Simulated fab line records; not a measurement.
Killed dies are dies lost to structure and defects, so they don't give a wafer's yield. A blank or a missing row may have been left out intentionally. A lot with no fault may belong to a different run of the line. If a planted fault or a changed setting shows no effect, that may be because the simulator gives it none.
Problem report, 8D (eight disciplines) form, completed by code / flow n5_finfet / the parts of the form that need people (team, actions taken, sign-off) are left out

1. WHAT IS WRONG
Wafers with no fault read 51.7 nm with a standard deviation of 0.58, whereas trench_depth_nm at N5_STI_FIN_REVEAL_FIN_H_MEAS_10 reads a mean of 46.8 nm on 1 wafer of 1 lot. That puts it -8.4 standard deviations away from the usual mean.
First observed at day 8 02:35: wafer L392.6, on ocd-02. Wafers with a number at this step in the record: 24, from 8 lots. By rule, "out" or "out of limits" means more than 4 standard deviations away from the usual mean. The rest of the wafers with a number are treated as sound.

2. WHAT IT IS; WHAT IT IS NOT
question=which readings at this step; is=trench_depth_nm; is not=-
question=which lots; is=L392; is not=L370, L371, L373, L374, L379, L380, L386
question=which wafers of those lots; is=L392.6; is not=L392.3, L392.4
question=read on which gauges; is=ocd-02; is not=ocd-01
question=when; is=from day 8 02:35; is not=up to then (23 sound wafers)

3. SUSPECTS, AND WHAT RULES EACH OUT
Counting: a tool at a process step up to the reading stays a suspect if it ran every lot that is out. Sound lots after the first of them don't rule it out here, since some wafers of a struck lot are sound.
- ruled out: the gauge at N5_STI_FIN_REVEAL_FIN_H_MEAS_10. All the wafers that are out were read on ocd-02, but those of them that N5_BEOL_M4_RC_MEAS_101 has rows for are out there too, on other tools.
- rie_diel-06 at N5_FIN_CUT_ETCH_20 (etches SiARC in CF4, target depth 26 nm, time 43.3 s): kept. The lot that is out, L392, ran on it at day 7 15:35; the last sound lot it ran before that was L374, at day 3 03:31.
- rie_diel-06 at N5_FIN_CUT_ETCH_21 (etches SOC in N2/H2, target depth 219 nm, overetch 43.8 nm, time 523.5 s): kept. The lot that is out, L392, ran on it at day 7 15:38; the last sound lot it ran before that was L374, at day 3 03:34.
- rie_diel-02 at N5_STI_FIN_REVEAL_ETCHBACK_08 (etches SiO2 in C4F6/O2, target depth 30.5 nm, time 10.167 s): kept. The lot that is out, L392, ran on it at day 7 23:35; the last sound lot it ran before that was L386, at day 6 10:40.
- vapor_etch-01 at N5_STI_FIN_REVEAL_RECESS_09 (chemistry HF/NH3, target SiO2, afs cycles 11, target depth 42.5 nm, sublimation time 60 s): kept. The lot that is out, L392, ran on it at day 8 00:23; the last sound lot it ran before that was L386, at day 6 11:26.
- In rie_diel-06 at N5_FIN_CUT_ETCH_20, the wafers that are out were processed in chamber 1 and their sound lot-mates in chambers 0, 3.
- In rie_diel-06 at N5_FIN_CUT_ETCH_21, the wafers that are out were processed in chamber 1 and their sound lot-mates in chambers 0, 3.
- In rie_diel-02 at N5_STI_FIN_REVEAL_ETCHBACK_08, the wafers that are out were processed in chamber 3 and their sound lot-mates in chambers 1, 2.
Left after counting: rie_diel-06 at N5_FIN_CUT_ETCH_20, rie_diel-06 at N5_FIN_CUT_ETCH_21, rie_diel-02 at N5_STI_FIN_REVEAL_ETCHBACK_08, vapor_etch-01 at N5_STI_FIN_REVEAL_RECESS_09.

4. THE CAUSE (what the simulator had put in)
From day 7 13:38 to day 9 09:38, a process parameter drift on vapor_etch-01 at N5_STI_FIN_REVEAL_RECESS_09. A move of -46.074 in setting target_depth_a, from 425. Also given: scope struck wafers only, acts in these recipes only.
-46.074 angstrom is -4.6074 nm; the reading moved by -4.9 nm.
This tool is one of the 4 suspects left after counting.

5. SEQUENCE OF EFFECTS, ordered by route
Each row: a reading where the mean over the struck wafers with a number is more than 3 standard deviations away from the usual. Readings are gone through only where the record gives a usual standard deviation; hours: the median, over the lots, of the time from a lot's start at the first step in this table giving one to that lot's start at this step; sigmas: the change measured in usual standard deviations.
hours=0; step=N5_STI_FIN_REVEAL_FIN_H_MEAS_10; reading=trench_depth_nm; usual=51.7 nm; on struck wafers=46.8; change=-4.9; sigmas=-8.4
hours=231; step=N5_BEOL_M4_RC_MEAS_101; reading=DIBL_N; usual=36.3 mV/V; on struck wafers=48.6; change=+12.3; sigmas=+11
hours=231; step=N5_BEOL_M4_RC_MEAS_101; reading=IOFF_N; usual=0.155 nA/um; on struck wafers=1.044; change=+0.889; sigmas=+47
hours=231; step=N5_BEOL_M4_RC_MEAS_101; reading=IOFF_N_85C; usual=3.0 nA/um; on struck wafers=15.2; change=+12.2; sigmas=+37
hours=231; step=N5_BEOL_M4_RC_MEAS_101; reading=IOFF_N_LIN; usual=0.073 nA/um; on struck wafers=0.107; change=+0.034; sigmas=+4.5
hours=231; step=N5_BEOL_M4_RC_MEAS_101; reading=IOFF_P; usual=0.211 nA/um; on struck wafers=0.471; change=+0.260; sigmas=+9.6
hours=231; step=N5_BEOL_M4_RC_MEAS_101; reading=IOFF_P_85C; usual=3.7 nA/um; on struck wafers=7.0; change=+3.3; sigmas=+8.5
hours=231; step=N5_BEOL_M4_RC_MEAS_101; reading=ION_N; usual=672 uA/um; on struck wafers=626; change=-46; sigmas=-5.4
hours=231; step=N5_BEOL_M4_RC_MEAS_101; reading=ION_P; usual=462 uA/um; on struck wafers=424; change=-38; sigmas=-6.6
hours=231; step=N5_BEOL_M4_RC_MEAS_101; reading=SS_N; usual=71.5 mV/dec; on struck wafers=88.3; change=+16.8; sigmas=+30
hours=231; step=N5_BEOL_M4_RC_MEAS_101; reading=SS_P; usual=73.3 mV/dec; on struck wafers=78.4; change=+5.1; sigmas=+9.8
hours=342; step=N5_PASSIVATION_PROBE_49; reading=sort_n_pass; usual=1078; on struck wafers=0; change=-1078; sigmas=-72
hours=342; step=N5_PASSIVATION_PROBE_49; reading=sort_yield_pct; usual=91.4 %; on struck wafers=0.0; change=-91.4; sigmas=-76
The process steps in it:
- N5_PASSIVATION_PROBE_49

6. HOW IT WOULD HAVE BEEN CAUGHT EARLIER
Counted from the fault's start at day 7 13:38, it took 13 hours until the first out-of-limits reading at a measuring or inspecting step in this record, taken at day 8 02:35.
Tool readings at N5_STI_FIN_REVEAL_RECESS_09 with a usual standard deviation given in the record: none out on any struck wafer, hence no alarm at a limit of 4 standard deviations on them.
By day 8 02:35 the whole set of lots that are out, 1 in number, had already begun N5_STI_FIN_REVEAL_RECESS_09 on vapor_etch-01. None of them would have been spared by holding the tool at that moment.
